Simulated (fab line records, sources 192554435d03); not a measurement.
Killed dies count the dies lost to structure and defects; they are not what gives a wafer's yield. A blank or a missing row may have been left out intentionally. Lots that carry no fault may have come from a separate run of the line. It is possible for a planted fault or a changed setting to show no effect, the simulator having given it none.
Shared-tool check / flow n5-finfet / Lots sampled 9, wafers sampled 27

REASON IT WAS OPENED
At N5_SD_EPI_P_CD_MEAS_09 the reading cd-nm is flagged on 2 of 9 lots. Wafers without a fault read 240.3 nm, standard deviation 0.87.
Rule: flag the lot when none of its wafers has a number, or when each of its wafers that has one lies beyond 4 standard deviations from that mean. All remaining lots are regarded as sound.

lot=L564; measured=day 3 04:31; on=cd-sem-02; cd-nm (nm), wafer by wafer=240.6 240.5 241.9; flag=
lot=L566; measured=day 3 17:27; on=cd-sem-02; cd-nm (nm), wafer by wafer=240.5 240.3 239.7; flag=
lot=L570; measured=day 4 17:22; on=cd-sem-02; cd-nm (nm), wafer by wafer=240.3 239.4 238.9; flag=
lot=L576; measured=day 6 15:32; on=cd-sem-02; cd-nm (nm), wafer by wafer=240.5 240.6 241.6; flag=
lot=L579; measured=day 7 03:41; on=cd-sem-03; cd-nm (nm), wafer by wafer=229.7 229.9 230.1; flag=FLAGGED
lot=L580; measured=day 7 06:08; on=cd-sem-03; cd-nm (nm), wafer by wafer=232.9 233.7 233.4; flag=FLAGGED
lot=L582; measured=day 7 20:19; on=cd-sem-01; cd-nm (nm), wafer by wafer=240.4 241.3 241.1; flag=
lot=L584; measured=day 8 07:28; on=cd-sem-01; cd-nm (nm), wafer by wafer=238.4 238.7 239.7; flag=
lot=L585; measured=day 8 14:29; on=cd-sem-03; cd-nm (nm), wafer by wafer=240.2 241.8 239.9; flag=
The numbers of the flagged lots are 231.6 nm on average: -8.7 nm against the usual, or -10 standard deviations.

WHICH TOOL EACH LOT WENT THROUGH
Before the reading, the record contains 2 process steps out of a 1938-step route. In each cell: the tool, then ch and the chambers that the sampled wafers went through, then the start.
lot=L564; flag=; N5_SD_EPI_N_STRIP_38=plasma-asher-01 ch 0,1, day 3 00:58; N5_SD_EPI_P_EXPOSE_06=arfi-scanner-02 ch 0, day 3 04:24
lot=L566; flag=; N5_SD_EPI_N_STRIP_38=plasma-asher-02 ch 0,1, day 3 13:34; N5_SD_EPI_P_EXPOSE_06=arfi-scanner-03 ch 0, day 3 17:20
lot=L570; flag=; N5_SD_EPI_N_STRIP_38=plasma-asher-01 ch 0,1, day 4 13:07; N5_SD_EPI_P_EXPOSE_06=arfi-scanner-01 ch 0, day 4 17:14
lot=L576; flag=; N5_SD_EPI_N_STRIP_38=plasma-asher-01 ch 0,1, day 6 10:06; N5_SD_EPI_P_EXPOSE_06=arfi-scanner-03 ch 0, day 6 15:26
lot=L579; flag=FLAGGED; N5_SD_EPI_N_STRIP_38=plasma-asher-02 ch 0,1, day 6 22:49; N5_SD_EPI_P_EXPOSE_06=arfi-scanner-03 ch 0, day 7 03:34
lot=L580; flag=FLAGGED; N5_SD_EPI_N_STRIP_38=plasma-asher-01 ch 0,1, day 7 01:56; N5_SD_EPI_P_EXPOSE_06=arfi-scanner-03 ch 0, day 7 06:00
lot=L582; flag=; N5_SD_EPI_N_STRIP_38=plasma-asher-01 ch 0,1, day 7 15:26; N5_SD_EPI_P_EXPOSE_06=arfi-scanner-01 ch 0, day 7 20:11
lot=L584; flag=; N5_SD_EPI_N_STRIP_38=plasma-asher-01 ch 0,1, day 8 03:50; N5_SD_EPI_P_EXPOSE_06=arfi-scanner-01 ch 0, day 8 07:20
lot=L585; flag=; N5_SD_EPI_N_STRIP_38=plasma-asher-02 ch 0,1, day 8 10:25; N5_SD_EPI_P_EXPOSE_06=arfi-scanner-02 ch 0, day 8 14:22
What is done by these steps:
- N5_SD_EPI_N_STRIP_38: strips in N2/H2.
- N5_SD_EPI_P_EXPOSE_06: exposes mask SD P BLK, target cd 240 nm.
- N5_SD_EPI_P_CD_MEAS_09: target cd 240 nm.

FLAGGED AGAINST TOTAL, ONE TOOL AT A TIME (gauges that did the reading follow at the end)
step=N5_SD_EPI_N_STRIP_38; tool=plasma-asher-01; lots run=6; flagged=1; share of the flagged lots=some; sound lots run after its first flagged lot=2 (L582,L584)
step=N5_SD_EPI_N_STRIP_38; tool=plasma-asher-02; lots run=3; flagged=1; share of the flagged lots=some; sound lots run after its first flagged lot=1 (L585)
step=N5_SD_EPI_P_EXPOSE_06; tool=arfi-scanner-01; lots run=3; flagged=0; share of the flagged lots=none; sound lots run after its first flagged lot=-
step=N5_SD_EPI_P_EXPOSE_06; tool=arfi-scanner-02; lots run=2; flagged=0; share of the flagged lots=none; sound lots run after its first flagged lot=-
step=N5_SD_EPI_P_EXPOSE_06; tool=arfi-scanner-03; lots run=4; flagged=2; share of the flagged lots=all; sound lots run after its first flagged lot=0
step=N5_SD_EPI_P_CD_MEAS_09; tool=cd-sem-01; lots run=2; flagged=0; share of the flagged lots=none; sound lots run after its first flagged lot=-
step=N5_SD_EPI_P_CD_MEAS_09; tool=cd-sem-02; lots run=4; flagged=0; share of the flagged lots=none; sound lots run after its first flagged lot=-
step=N5_SD_EPI_P_CD_MEAS_09; tool=cd-sem-03; lots run=3; flagged=2; share of the flagged lots=all; sound lots run after its first flagged lot=1 (L585)

WHAT THE TABLE ALLOWS
In 2 table rows, all flagged lots were run: arfi-scanner-03 (N5_SD_EPI_P_EXPOSE_06), cd-sem-03 (N5_SD_EPI_P_CD_MEAS_09).
- arfi-scanner-03 at N5_SD_EPI_P_EXPOSE_06 ran 4 lots, 2 of them flagged. A fault beginning between L576 (day 6 15:26), its last sound lot, and L579 (day 7 03:34), its first flagged one, fits the data. Its own readings (exposure-dose-mJ-cm2) fall more than 4 standard deviations out on all wafers of the flagged lots.
- cd-sem-03 at N5_SD_EPI_P_CD_MEAS_09 ran 3 lots, 2 of them flagged. Lots that were sound ran on it after the first flagged one (L585); a persistent fault on the entire tool would not allow that.
What remains is a single tool, arfi-scanner-03 at N5_SD_EPI_P_EXPOSE_06.

WHAT HAD BEEN PUT IN BY THE SIMULATOR
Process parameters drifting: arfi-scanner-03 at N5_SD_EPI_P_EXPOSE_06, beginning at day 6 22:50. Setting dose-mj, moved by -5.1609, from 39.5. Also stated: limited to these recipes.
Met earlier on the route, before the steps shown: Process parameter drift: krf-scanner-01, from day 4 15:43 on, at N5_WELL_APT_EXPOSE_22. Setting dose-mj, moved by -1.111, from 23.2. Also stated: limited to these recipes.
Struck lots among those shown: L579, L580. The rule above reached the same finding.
